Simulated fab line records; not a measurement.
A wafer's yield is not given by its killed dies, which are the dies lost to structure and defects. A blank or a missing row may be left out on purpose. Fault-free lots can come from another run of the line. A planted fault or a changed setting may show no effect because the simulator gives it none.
Which tool did it? | flow n5_finfet | 26 wafers from 9 lots sampled at 6 of the route's 1938 steps

## WHAT THE GAUGES SHOWED, per wafer
N5_HKMG_FIN_INSPECT_28: inspects for defects (darkfield).
lot  | measured    | on                | raw_defect_count
L247 | day 4 14:33 | defect_inspect-01 | 37 57
L248 | day 4 18:11 | defect_inspect-01 | 42 32 45
L249 | day 5 03:01 | defect_inspect-01 | 48 44 35
L250 | day 5 09:38 | defect_inspect-02 | 63 29 39
L257 | day 7 03:10 | defect_inspect-01 | 52 53 28
L260 | day 7 19:15 | defect_inspect-01 | 61 55 43
L266 | day 9 06:22 | defect_inspect-02 | 30 35 39
L267 | day 9 12:32 | defect_inspect-01 | 15 26 45
L268 | day 9 20:10 | defect_inspect-01 | 32 43 30

N5_BEOL_M4_RC_MEAS_101.
lot  | measured     | on        | DIBL_N (mV/V)  | DIBL_P (mV/V)  | IOFF_N (nA/um) | IOFF_P (nA/um) | ION_N (uA/um) | ION_P (uA/um) | SS_N (mV/dec)  | SS_P (mV/dec)  | VT_N (mV)   | VT_P (mV)
L247 | day 8 00:44  | prober-01 | 37.3 35.4      | 37.3 35.0      | 0.17 0.14      | 0.21 0.19      | 674 667       | 461 454       | 71.5 71.6      | 73.2 72.4      | 251 251     | -254 -253
L248 | day 8 00:55  | prober-02 | 36.3 35.1 32.8 | 37.2 36.8 34.1 | 0.17 0.15 0.12 | 0.21 0.19 0.16 | 675 662 672   | 458 454 463   | 72.3 71.6 70.7 | 73.5 73.3 72.1 | 249 251 253 | -252 -252 -255
L249 | day 9 02:25  | prober-02 | 33.3 36.6 34.8 | 33.6 37.5 34.4 | 0.12 0.17 0.14 | 0.15 0.20 0.15 | 657 680 656   | 446 458 444   | 70.9 72.6 71.8 | 73.0 73.8 73.3 | 253 247 251 | -255 -251 -255
L250 | day 9 00:44  | prober-01 | 32.4 32.1 34.7 | 31.1 31.3 33.8 | 0.10 0.10 0.13 | 0.14 0.14 0.18 | 662 648 674   | 457 454 465   | 71.0 70.5 71.4 | 72.7 72.4 74.1 | 259 260 255 | -258 -257 -251
L257 | day 10 14:30 | prober-01 | 38.5 32.9 37.7 | 36.9 30.5 36.0 | 0.16 0.09 0.16 | 0.26 0.17 0.25 | 684 639 674   | 475 447 474   | 71.2 70.3 71.4 | 73.7 72.9 73.6 | 248 257 248 | -247 -250 -245
L260 | day 11 07:28 | prober-02 | 36.8 37.0 36.8 | 35.6 36.6 36.4 | 0.16 0.16 0.16 | 0.23 0.25 0.24 | 677 671 685   | 467 471 473   | 70.6 71.9 71.2 | 73.3 73.8 72.4 | 249 247 250 | -247 -248 -253
L266 | day 13 05:34 | prober-02 | 38.0 34.9 34.1 | 39.0 35.5 34.3 | 0.20 0.15 0.13 | 0.25 0.19 0.18 | 685 689 664   | 465 469 458   | 72.1 71.6 71.3 | 74.5 73.0 73.1 | 248 250 253 | -251 -250 -254
L267 | day 13 02:10 | prober-02 | 35.9 32.9 33.8 | 36.9 32.5 31.9 | 0.17 0.12 0.12 | 0.28 0.19 0.18 | 684 663 656   | 476 462 454   | 71.5 70.3 70.8 | 74.2 72.6 72.2 | 249 255 252 | -243 -249 -251
L268 | day 13 18:15 | prober-01 | 37.4 33.0 37.6 | 40.0 33.5 40.5 | 0.21 0.14 0.22 | 0.26 0.17 0.25 | 678 679 692   | 458 467 470   | 71.8 71.5 72.9 | 74.5 72.5 74.6 | 242 249 244 | -250 -254 -249

## EACH LOT AND THE TOOL THAT RAN IT (in order: tool; ch and the chambers of the sampled wafers; start)
lot  | N5_HKMG_FIN_ETCH_67               | N5_HKMG_FIN_W_FILL_22        | N5_GATE_CUT_PECVD_57           | N5_GATE_CUT_CMP_02
L247 | rie_diel-01 ch 0,2, day 4 12:34   | cvd_w-02 ch 0,1, day 4 13:43 | pecvd-01 ch 1,2, day 4 17:35   | cmp-01 ch 0,3, day 4 17:41
L248 | rie_diel-06 ch 0,1, day 4 16:11   | cvd_w-01 ch 0,1, day 4 17:23 | pecvd-01 ch 0,1,2, day 4 21:02 | cmp-02 ch 2,3, day 4 21:06
L249 | rie_diel-04 ch 1,2, day 5 00:54   | cvd_w-01 ch 0,1, day 5 02:12 | pecvd-01 ch 0,1, day 5 06:01   | cmp-01 ch 0,2,3, day 5 06:05
L250 | rie_diel-06 ch 0,3, day 5 07:38   | cvd_w-01 ch 0,1, day 5 08:49 | pecvd-03 ch 0,2, day 5 12:57   | cmp-03 ch 0,3, day 5 13:04
L257 | rie_diel-06 ch 0,2, day 7 01:11   | cvd_w-01 ch 1, day 7 02:20   | pecvd-03 ch 0,1, day 7 06:09   | cmp-02 ch 0,3, day 7 06:13
L260 | rie_diel-04 ch 1,2,3, day 7 17:16 | cvd_w-01 ch 1, day 7 18:26   | pecvd-03 ch 0,2, day 7 22:05   | cmp-02 ch 1,2,3, day 7 22:10
L266 | rie_diel-06 ch 2,3, day 9 04:22   | cvd_w-02 ch 0,1, day 9 05:32 | pecvd-02 ch 1,2, day 9 09:22   | cmp-02 ch 0,2,3, day 9 09:26
L267 | rie_diel-01 ch 0,1, day 9 10:32   | cvd_w-02 ch 0,1, day 9 11:43 | pecvd-02 ch 0,1, day 9 15:24   | cmp-01 ch 2,3, day 9 15:29
L268 | rie_diel-06 ch 0,2,3, day 9 18:10 | cvd_w-02 ch 0,1, day 9 19:21 | pecvd-02 ch 0,1, day 9 23:01   | cmp-02 ch 0,2,3, day 9 23:06
- N5_HKMG_FIN_ETCH_67: etches SOC in N2/H2, stops on TiN, target depth 388.9 nm.
- N5_HKMG_FIN_W_FILL_22: material W, target thk 60 nm, time 18.2 s.
- N5_GATE_CUT_PECVD_57: deposits SiNx from SiH4/NH3/N2, target thk 21 nm.
- N5_GATE_CUT_CMP_02: polishes, stops on SiO2, t overpolish 12.7 s, target thk 0 nm.

## AS READ BY THE TOOLS THEMSELVES (means over the sampled wafers that have a number; for cases with no such wafer, the mark the record gives instead)
N5_HKMG_FIN_ETCH_67.
lot  | tool        | drypump_motor_current_A (A) | oes_product_au (a.u.) | rf_vpp_V (V) | showerhead_plenum_p_Torr (Torr) | throttle_valve_pct (%)
L247 | rie_diel-01 | 5.4                         | 0.81                  | 240.5        | 2.53                            | 18.03
L248 | rie_diel-06 | 5.8                         | 0.75                  | 241.3        | 2.58                            | 17.83
L249 | rie_diel-04 | 5.5                         | 0.72                  | 240.9        | 2.61                            | 17.57
L250 | rie_diel-06 | 5.9                         | 0.85                  | 240.7        | 2.55                            | 17.58
L257 | rie_diel-06 | 5.6                         | 0.83                  | 240.6        | 2.53                            | 17.72
L260 | rie_diel-04 | 5.7                         | 0.73                  | 240.5        | 2.53                            | 17.58
L266 | rie_diel-06 | 5.9                         | 0.81                  | 240.4        | 2.56                            | 17.69
L267 | rie_diel-01 | 5.3                         | 0.80                  | 240.7        | 2.63                            | 18.05
L268 | rie_diel-06 | 5.8                         | 0.80                  | 240.8        | 2.53                            | 17.73

N5_HKMG_FIN_W_FILL_22.
lot  | tool     | heater_power_w (W) | throttle_valve_pct (%)
L247 | cvd_w-02 | 941                | 19.5
L248 | cvd_w-01 | 912                | 19.3
L249 | cvd_w-01 | 927                | 19.1
L250 | cvd_w-01 | 905                | 19.8
L257 | cvd_w-01 | 929                | 18.8
L260 | cvd_w-01 | 932                | 18.8
L266 | cvd_w-02 | 950                | 19.4
L267 | cvd_w-02 | 958                | 19.4
L268 | cvd_w-02 | 951                | 19.8

N5_GATE_CUT_PECVD_57.
lot  | tool     | heater_power_w (W) | showerhead_plenum_p_Torr (Torr) | showerhead_vpp_V (V) | throttle_valve_pct (%)
L247 | pecvd-01 | 852                | 4.98                            | 1063                 | 37.2
L248 | pecvd-01 | 889                | 5.08                            | 1105                 | 38.0
L249 | pecvd-01 | 848                | 5.19                            | 1153                 | 39.2
L250 | pecvd-03 | 706                | 5.19                            | 1169                 | 36.6
L257 | pecvd-03 | 851                | 5.23                            | 1180                 | 38.0
L260 | pecvd-03 | 781                | 5.20                            | 1163                 | 36.8
L266 | pecvd-02 | 735                | 5.12                            | 1013                 | 41.2
L267 | pecvd-02 | 753                | 5.14                            | 1004                 | 42.0
L268 | pecvd-02 | 804                | 5.14                            | 1001                 | 41.9

N5_GATE_CUT_CMP_02.
lot  | tool   | motor_current_A (A) | time_to_endpoint_s (s)
L247 | cmp-01 | 8.5                 | 26
L248 | cmp-02 | 9.7                 | 31
L249 | cmp-01 | 9.1                 | 23
L250 | cmp-03 | 10.1                | 28
L257 | cmp-02 | 9.7                 | 25
L260 | cmp-02 | 9.5                 | 31
L266 | cmp-02 | 10.1                | 27
L267 | cmp-01 | 9.2                 | 25
L268 | cmp-02 | 9.7                 | 29

## THE ANSWER, worked out from the rows above alone
Rule: what is usual is taken from the lots themselves. Put in order of their means at a reading, lots are off if they are a third of the lots or fewer, leave a main group of 4 or more, and stand apart from it by a gap of 3 or more times the standard deviation of the main group's means; of several such gaps the widest counts. The tables above print the reading to a certain number of digits; a main group whose means all agree to those digits is not used. Also off: a lot with no number at a reading for which 4 or more lots have one. The other lots that the step has rows for count as sound. After the gauges, taken in route order, come the tools' own readings; for these a lot's mean is taken, as printed above. The first step at which some lot is off is used, and at that step the reading that is off furthest; a lot without a number counts as furthest.
No lot is off on any of the readings shown, so nothing can be concluded from this.

## WHAT THE SIMULATOR HAD INSERTED
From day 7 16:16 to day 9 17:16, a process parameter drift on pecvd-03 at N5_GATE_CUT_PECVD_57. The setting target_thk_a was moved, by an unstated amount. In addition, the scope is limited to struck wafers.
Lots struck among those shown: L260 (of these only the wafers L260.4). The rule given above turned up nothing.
